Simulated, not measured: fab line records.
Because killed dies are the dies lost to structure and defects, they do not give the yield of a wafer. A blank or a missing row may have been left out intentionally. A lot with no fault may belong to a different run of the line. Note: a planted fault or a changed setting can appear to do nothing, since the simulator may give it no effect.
One fault through the eyes of 3 desks / flow nand_harc / each desk has only its own numbers; what lay behind them comes last

## TOOL OWNER'S DESK, ald_hk-02
The tool's own readings at NHARC_A_CHANNEL_FILL_D2_ALD_25 (deposits SiOx, target thk 60 nm, pulse time 10 s, ald cycles 600): means of the sampled wafers that have a number, for each lot that ran on this tool. Any lot whose mean is over 4 standard deviations away from the usual mean is out of limits and marked OUT; that distance is given in the brackets.
Columns: A = heater_power_outer_w at NHARC_A_CHANNEL_FILL_D2_ALD_25, usual 267 W; B = heater_power_w at NHARC_A_CHANNEL_FILL_D2_ALD_25, usual 474 W; C = precursor_pulse_height_rel at NHARC_A_CHANNEL_FILL_D2_ALD_25, usual 0.999
lot=L462; first seen here=day 15 03:18; A=273; B=470; C=0.995
lot=L463; first seen here=day 16 03:58; A=252; B=456; C=0.979
lot=L466; first seen here=day 16 18:34; A=247; B=440; C=0.987
lot=L480; first seen here=day 22 09:20; A=256; B=458; C=1.002
lot=L484; first seen here=day 24 12:16; A=281; B=486; C=1.001
Result from this desk: across the 5 lots, nothing is out of limits.

## FROM THE METROLOGY DESK
Means of the sampled wafers that have a number, per lot and without regard to the tool the lot ran on: this is what the gauges read. Any lot whose mean is over 4 standard deviations away from the usual mean is out of limits and marked OUT; that distance is given in the brackets.
Columns: A = cd_nm at NHARC_A_CHANNEL_HOLE_D2_CD_MEAS_31, usual 90.1 nm
lot=L462; first seen here=day 13 13:21; A=88.8
lot=L464; first seen here=day 14 10:46; A=89.7
lot=L463; first seen here=day 14 14:26; A=89.7
lot=L465; first seen here=day 14 23:51; A=89.2
lot=L467; first seen here=day 15 00:47; A=89.4
lot=L466; first seen here=day 15 03:59; A=90.1
lot=L472; first seen here=day 17 21:11; A=89.8
lot=L473; first seen here=day 18 10:29; A=91.4
lot=L475; first seen here=day 18 22:34; A=90.8
lot=L478; first seen here=day 19 23:35; A=91.4
lot=L480; first seen here=day 20 16:53; A=90.1
lot=L481; first seen here=day 21 03:17; A=90.9
lot=L482; first seen here=day 21 17:45; A=89.8
lot=L483; first seen here=day 22 17:32; A=91.3
lot=L484; first seen here=day 22 23:11; A=90.8
Result from this desk: across the 15 lots, nothing is out of limits.

## THE DEFECT DESK
Per lot, the means of the sampled wafers with a number show what the inspections along the route counted. Any lot whose mean is over 4 standard deviations away from the usual mean is out of limits and marked OUT; that distance is given in the brackets.
Columns: A = raw_defect_count at NHARC_A_CHANNEL_FILL_D2_INSPECT_13, usual 367
lot=L462; first seen here=day 15 15:16; A=309
lot=L463; first seen here=day 16 14:32; A=285
lot=L464; first seen here=day 16 14:43; A=323
lot=L465; first seen here=day 17 00:22; A=294
lot=L467; first seen here=day 17 00:22; A=514
lot=L466; first seen here=day 17 04:34; A=269
lot=L472; first seen here=day 20 02:18; A=440
lot=L473; first seen here=day 20 11:54; A=460
lot=L475; first seen here=day 21 04:06; A=321
lot=L478; first seen here=day 22 01:44; A=480
lot=L480; first seen here=day 22 21:19; A=341
lot=L481; first seen here=day 23 06:31; A=323
lot=L482; first seen here=day 23 21:30; A=348
lot=L483; first seen here=day 24 18:40; A=325
lot=L484; first seen here=day 24 23:40; A=382
Result from this desk: across the 15 lots, nothing is out of limits.

## TAKEN TOGETHER
The desk of the tool owner found nothing out of limits.
At the metrology desk, nothing out of limits was observed.
Nothing the defect desk looked at was out of limits.

## WHAT WAS PUT IN BY THE SIMULATOR
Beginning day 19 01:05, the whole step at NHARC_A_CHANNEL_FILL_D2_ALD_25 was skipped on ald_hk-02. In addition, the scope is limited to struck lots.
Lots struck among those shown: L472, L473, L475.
